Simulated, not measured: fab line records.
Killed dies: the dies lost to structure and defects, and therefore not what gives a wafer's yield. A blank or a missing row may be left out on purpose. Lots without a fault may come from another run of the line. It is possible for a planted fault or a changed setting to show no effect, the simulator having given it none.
What tool caused it? | flow n5 finfet | 41 wafers from 14 lots sampled at 7 of the route's 1938 steps

== WHAT THE GAUGES READ, wafer by wafer ==
N5_BEOL_M3_CD_MEAS_18: pitch 36 nm, target cd 18 nm.
lot  | measured     | on        | cd nm (nm)
L834 | day 7 00:58  | cd sem-01 | 18.0 18.2 17.7
L836 | day 7 05:59  | cd sem-02 | 18.3 18.4 18.8
L837 | day 7 14:33  | cd sem-02 | 17.9 17.6 17.8
L838 | day 8 05:49  | cd sem-02 | 18.2 18.4 18.5
L839 | day 8 13:07  | cd sem-01 | 17.3 18.4 18.4
L844 | day 9 20:19  | cd sem-03 | - - -
L845 | day 10 01:53 | cd sem-03 | - - -
L851 | day 11 08:06 | cd sem-02 | 17.6 17.5 18.0
L853 | day 11 09:16 | cd sem-01 | 18.2 18.7 18.1
L852 | day 11 10:40 | cd sem-02 | 18.4 18.7 18.4
L854 | day 12 14:37 | cd sem-02 | 17.0 18.0 17.8
L855 | day 12 19:28 | cd sem-03 | 18.0 17.2
L857 | day 12 23:25 | cd sem-03 | 18.2 17.6 18.3
L856 | day 13 01:28 | cd sem-03 | 18.4 18.7 17.9

N5_BEOL_M4_RC_MEAS_101.
lot  | measured     | on        | DIBL_N (mV/V)  | DIBL_P (mV/V)  | IOFF_N (nA/um) | IOFF_P (nA/um) | ION_N (uA/um) | ION_P (uA/um) | SS_N (mV/dec)  | SS_P (mV/dec)  | VT_N (mV)   | VT_P (mV)
L834 | day 7 22:33  | prober-02 | 33.8 35.2 33.9 | 32.6 34.7 32.7 | 0.12 0.15 0.13 | 0.15 0.20 0.16 | 655 672 659   | 446 457 447   | 71.0 71.0 70.7 | 72.9 73.3 71.9 | 253 248 253 | -257 -250 -255
L836 | day 8 12:54  | prober-01 | 34.9 37.1 34.9 | 36.3 39.6 36.8 | 0.16 0.19 0.16 | 0.17 0.23 0.18 | 684 679 673   | 455 464 457   | 71.6 71.9 71.8 | 73.8 74.0 72.7 | 249 246 249 | -252 -251 -255
L837 | day 8 14:43  | prober-02 | 40.8 37.6 37.2 | 41.5 38.2 36.6 | 0.23 0.17 0.15 | 0.26 0.20 0.18 | 683 688 675   | 462 465 454   | 72.8 71.1 71.1 | 74.2 73.7 73.3 | 245 248 251 | -250 -253 -255
L838 | day 8 21:28  | prober-01 | 37.0 38.6 36.6 | 36.2 39.5 36.2 | 0.16 0.19 0.15 | 0.20 0.25 0.20 | 671 691 676   | 458 474 469   | 71.6 71.3 70.8 | 73.5 74.3 73.4 | 247 247 249 | -251 -247 -248
L839 | day 9 10:14  | prober-01 | 38.5 34.7 36.1 | 38.5 34.7 35.5 | 0.21 0.14 0.15 | 0.26 0.20 0.20 | 694 681 679   | 476 468 469   | 72.0 71.0 71.7 | 73.7 72.8 73.1 | 242 250 250 | -245 -248 -249
L851 | day 12 10:10 | prober-01 | 33.8 37.1 35.9 | 31.6 35.1 33.6 | 0.12 0.19 0.17 | 0.16 0.22 0.19 | 667 681 668   | 455 460 455   | 70.6 71.2 71.5 | 71.7 73.0 73.0 | 252 245 247 | -252 -246 -251
L853 | day 12 10:23 | prober-02 | 37.5 36.0 36.7 | 38.0 36.8 37.7 | 0.20 0.18 0.19 | 0.29 0.27 0.30 | 688 694 692   | 475 482 478   | 72.0 71.0 71.7 | 73.8 73.5 73.9 | 246 246 248 | -242 -243 -241
L852 | day 12 13:29 | prober-02 | 38.7 35.6 38.0 | 39.5 35.4 37.7 | 0.19 0.13 0.17 | 0.25 0.19 0.22 | 680 669 669   | 469 461 460   | 71.8 71.8 72.6 | 73.7 73.0 73.1 | 247 253 249 | -249 -252 -249
L854 | day 13 18:14 | prober-01 | 35.3 34.3 34.7 | 37.2 35.6 36.1 | 0.15 0.13 0.14 | 0.20 0.18 0.19 | 679 677 675   | 467 464 465   | 70.5 71.4 71.3 | 73.8 73.4 73.8 | 250 251 250 | -252 -252 -250
L855 | day 13 21:04 | prober-02 | 33.1 36.2      | 32.2 36.9      | 0.11 0.17      | 0.17 0.22      | 649 664       | 458 463       | 70.5 72.0      | 72.9 72.4      | 253 251     | -252 -249
L857 | day 14 23:12 | prober-01 | 37.0 40.1 38.5 | 35.4 39.8 38.1 | 0.15 0.20 0.18 | 0.20 0.28 0.25 | 662 673 667   | 456 465 461   | 72.7 72.6 71.9 | 72.6 74.4 73.8 | 253 251 248 | -251 -245 -247
L856 | day 14 00:46 | prober-02 | 36.9 38.9 35.3 | 37.0 39.9 35.8 | 0.17 0.21 0.16 | 0.25 0.29 0.22 | 673 687 683   | 465 476 472   | 71.8 72.7 71.2 | 73.1 73.8 72.8 | 247 247 250 | -246 -243 -248

== WHAT TOOL EACH LOT RAN ON (gives the tool, then ch and the chambers of the sampled wafers, and finally the start) ==
lot  | N5_BEOL_M2_ANNEAL_91         | N5_BEOL_M2_SPUTTER_92        | N5_BEOL_M2_ANNEAL_93         | N5_BEOL_M3_HM_DEP_02         | N5_BEOL_M3_HM_OPEN_17
L834 | pvd sputter-02, day 6 21:55  | pvd sputter-02, day 6 22:03  | pvd sputter-02, day 6 22:08  | pvd sputter-03, day 7 00:01  | rie metal-03 ch 0,1, day 7 00:49
L836 | pvd sputter-03, day 7 01:44  | pvd sputter-03, day 7 01:53  | pvd sputter-03, day 7 01:58  | pvd sputter-03, day 7 04:58  | rie metal-02 ch 0,1, day 7 05:50
L837 | pvd sputter-02, day 7 11:08  | pvd sputter-02, day 7 11:16  | pvd sputter-02, day 7 11:21  | pvd sputter-01, day 7 13:29  | rie metal-03 ch 0,1, day 7 14:22
L838 | pvd sputter-03, day 8 01:27  | pvd sputter-03, day 8 01:35  | pvd sputter-03, day 8 01:40  | pvd sputter-03, day 8 04:10  | rie metal-02 ch 0,1, day 8 05:35
L839 | pvd sputter-01, day 8 08:18  | pvd sputter-01, day 8 08:26  | pvd sputter-01, day 8 08:31  | pvd sputter-01, day 8 10:11  | rie metal-01 ch 0,1, day 8 12:01
L844 | pvd sputter-02, day 9 15:31  | pvd sputter-02, day 9 15:39  | pvd sputter-02, day 9 15:44  | pvd sputter-03, day 9 19:07  | rie metal-02 ch 0, day 9 19:52
L845 | pvd sputter-01, day 9 22:38  | pvd sputter-01, day 9 22:46  | pvd sputter-01, day 9 22:51  | pvd sputter-02, day 10 00:57 | rie metal-01 ch 0,1, day 10 01:44
L851 | pvd sputter-03, day 11 03:27 | pvd sputter-03, day 11 03:35 | pvd sputter-03, day 11 03:40 | pvd sputter-02, day 11 06:57 | rie metal-02 ch 0,1, day 11 07:50
L853 | pvd sputter-03, day 11 05:17 | pvd sputter-03, day 11 05:26 | pvd sputter-03, day 11 05:31 | pvd sputter-02, day 11 08:11 | rie metal-01 ch 0,1, day 11 09:05
L852 | pvd sputter-03, day 11 07:35 | pvd sputter-03, day 11 07:44 | pvd sputter-03, day 11 07:49 | pvd sputter-03, day 11 09:43 | rie metal-01 ch 0,1, day 11 10:29
L854 | pvd sputter-01, day 12 10:52 | pvd sputter-01, day 12 11:01 | pvd sputter-01, day 12 11:05 | pvd sputter-01, day 12 13:32 | rie metal-01 ch 0,1, day 12 14:25
L855 | pvd sputter-01, day 12 16:09 | pvd sputter-01, day 12 16:17 | pvd sputter-01, day 12 16:22 | pvd sputter-01, day 12 18:25 | rie metal-01 ch 1, day 12 19:17
L857 | pvd sputter-02, day 12 19:35 | pvd sputter-02, day 12 19:43 | pvd sputter-02, day 12 19:48 | pvd sputter-01, day 12 22:28 | rie metal-02 ch 0,1, day 12 23:14
L856 | pvd sputter-01, day 12 19:41 | pvd sputter-01, day 12 19:50 | pvd sputter-01, day 12 19:55 | pvd sputter-01, day 13 00:25 | rie metal-02 ch 0,1, day 13 01:17
- N5_BEOL_M2_ANNEAL_91: time 240 s.
- N5_BEOL_M2_SPUTTER_92: material Cu, target thk 4.5 nm, time 8.29 s.
- N5_BEOL_M2_ANNEAL_93: time 240 s.
- N5_BEOL_M3_HM_DEP_02: deposits TiN, target thk 20 nm.
- N5_BEOL_M3_HM_OPEN_17: chemistry Cl2/BCl3, target TiN, target depth 20 nm, overetch 6 nm.

== WHAT THE TOOLS THEMSELVES READ (means of the sampled wafers that have a number; where no wafer has one, the mark that the record gives instead) ==
N5_BEOL_M2_ANNEAL_91.
lot  | tool           | heater power w (W)
L834 | pvd sputter-02 | 828
L836 | pvd sputter-03 | 762
L837 | pvd sputter-02 | 840
L838 | pvd sputter-03 | 789
L839 | pvd sputter-01 | 842
L844 | pvd sputter-02 | 925
L845 | pvd sputter-01 | 788
L851 | pvd sputter-03 | 750
L853 | pvd sputter-03 | 767
L852 | pvd sputter-03 | 782
L854 | pvd sputter-01 | 816
L855 | pvd sputter-01 | 804
L857 | pvd sputter-02 | 834
L856 | pvd sputter-01 | 841

N5_BEOL_M2_SPUTTER_92.
lot  | tool           | throttle valve pct (%)
L834 | pvd sputter-02 | 30.3
L836 | pvd sputter-03 | 30.1
L837 | pvd sputter-02 | 30.5
L838 | pvd sputter-03 | 30.7
L839 | pvd sputter-01 | 28.8
L844 | pvd sputter-02 | 30.3
L845 | pvd sputter-01 | 29.1
L851 | pvd sputter-03 | 29.9
L853 | pvd sputter-03 | 30.8
L852 | pvd sputter-03 | 30.8
L854 | pvd sputter-01 | 29.4
L855 | pvd sputter-01 | 29.9
L857 | pvd sputter-02 | 30.5
L856 | pvd sputter-01 | 28.9

N5_BEOL_M2_ANNEAL_93.
lot  | tool           | heater power w (W)
L834 | pvd sputter-02 | 823
L836 | pvd sputter-03 | 764
L837 | pvd sputter-02 | 835
L838 | pvd sputter-03 | 778
L839 | pvd sputter-01 | 849
L844 | pvd sputter-02 | 925
L845 | pvd sputter-01 | 785
L851 | pvd sputter-03 | 735
L853 | pvd sputter-03 | 781
L852 | pvd sputter-03 | 782
L854 | pvd sputter-01 | 807
L855 | pvd sputter-01 | 782
L857 | pvd sputter-02 | 847
L856 | pvd sputter-01 | 842

N5_BEOL_M3_HM_DEP_02.
lot  | tool           | chamber pressure pa (Pa) | substrate temp c (C) | throttle valve pct (%)
L834 | pvd sputter-03 | 0.5000                   | 25.09                | 30.2
L836 | pvd sputter-03 | 0.4995                   | 25.02                | 31.1
L837 | pvd sputter-01 | 0.5005                   | 25.02                | 28.4
L838 | pvd sputter-03 | 0.4999                   | 25.00                | 31.4
L839 | pvd sputter-01 | 0.4988                   | 24.87                | 30.0
L844 | pvd sputter-03 | -                        | -                    | -
L845 | pvd sputter-02 | -                        | -                    | -
L851 | pvd sputter-02 | 0.4996                   | 24.98                | 30.9
L853 | pvd sputter-02 | 0.4995                   | 25.00                | 30.2
L852 | pvd sputter-03 | 0.4994                   | 25.05                | 31.2
L854 | pvd sputter-01 | 0.5001                   | 24.97                | 29.4
L855 | pvd sputter-01 | 0.5004                   | 25.12                | 28.9
L857 | pvd sputter-01 | 0.4997                   | 25.06                | 29.4
L856 | pvd sputter-01 | 0.5014                   | 24.81                | 29.5

N5_BEOL_M3_HM_OPEN_17.
lot  | tool         | bias w (W) | drypump motor current A (A) | oes product au (a.u.) | rf fwd power W (W) | throttle valve pct (%)
L834 | rie metal-03 | 125.8      | 5.5                         | 0.73                  | 994                | 22.5
L836 | rie metal-02 | 125.6      | 6.1                         | 0.61                  | 996                | 22.2
L837 | rie metal-03 | 126.1      | 5.5                         | 0.72                  | 995                | 22.5
L838 | rie metal-02 | 126.2      | 6.1                         | 0.59                  | 993                | 22.2
L839 | rie metal-01 | 125.8      | 5.1                         | 0.55                  | 994                | 22.3
L844 | rie metal-02 | 125.8      | 6.0                         | 0.34                  | 994                | 22.3
L845 | rie metal-01 | 126.3      | 5.1                         | 0.31                  | 990                | 22.5
L851 | rie metal-02 | 125.9      | 6.1                         | 0.82                  | 992                | 22.1
L853 | rie metal-01 | 125.6      | 5.1                         | 0.70                  | 991                | 21.8
L852 | rie metal-01 | 126.2      | 5.0                         | 0.68                  | 991                | 21.9
L854 | rie metal-01 | 125.7      | 5.0                         | 0.67                  | 990                | 21.9
L855 | rie metal-01 | 126.0      | 5.1                         | 0.78                  | 1000               | 22.2
L857 | rie metal-02 | 126.1      | 6.1                         | 0.78                  | 993                | 22.1
L856 | rie metal-02 | 125.7      | 6.0                         | 0.75                  | 994                | 21.8

== THE ANSWER, worked out from the rows above alone ==
Rule: what is usual is taken from the lots themselves. The widest of any qualifying gaps counts: lots, ordered by their means at a reading, are off when they make up no more than a third of the lots, leave a main group of 4 or more, and stand apart from it by 3 or more times the standard deviation of that group's means. The tables above print the reading to a certain number of digits; a main group whose means all agree to those digits is not used. A lot without any number at a reading at which 4 lots or more have one is off too. All remaining lots with rows at the step are treated as sound. First the gauges in route order, then the tools' own readings, where a lot's mean is used as printed above. The first step at which some lot is off is used, and at that step the reading that is off furthest; a lot without a number counts as furthest.
Off at N5_BEOL_M3_CD_MEAS_18 (cd nm): L844, L845. Without a number there: L844, L845. The main group: mean 18.1 nm, standard deviation 0.33.
If a tool, at a process step before that reading, ran all the lots that are off and no sound lot after the first of them, it fits. The gauges at N5_BEOL_M3_CD_MEAS_18 aren't tried: what is off there is off at N5_BEOL_M3_HM_DEP_02 too, on other tools, and a gauge's error can't cause that. Not one of the candidates tried fits.

== WHAT THE SIMULATOR HAD INSERTED ==
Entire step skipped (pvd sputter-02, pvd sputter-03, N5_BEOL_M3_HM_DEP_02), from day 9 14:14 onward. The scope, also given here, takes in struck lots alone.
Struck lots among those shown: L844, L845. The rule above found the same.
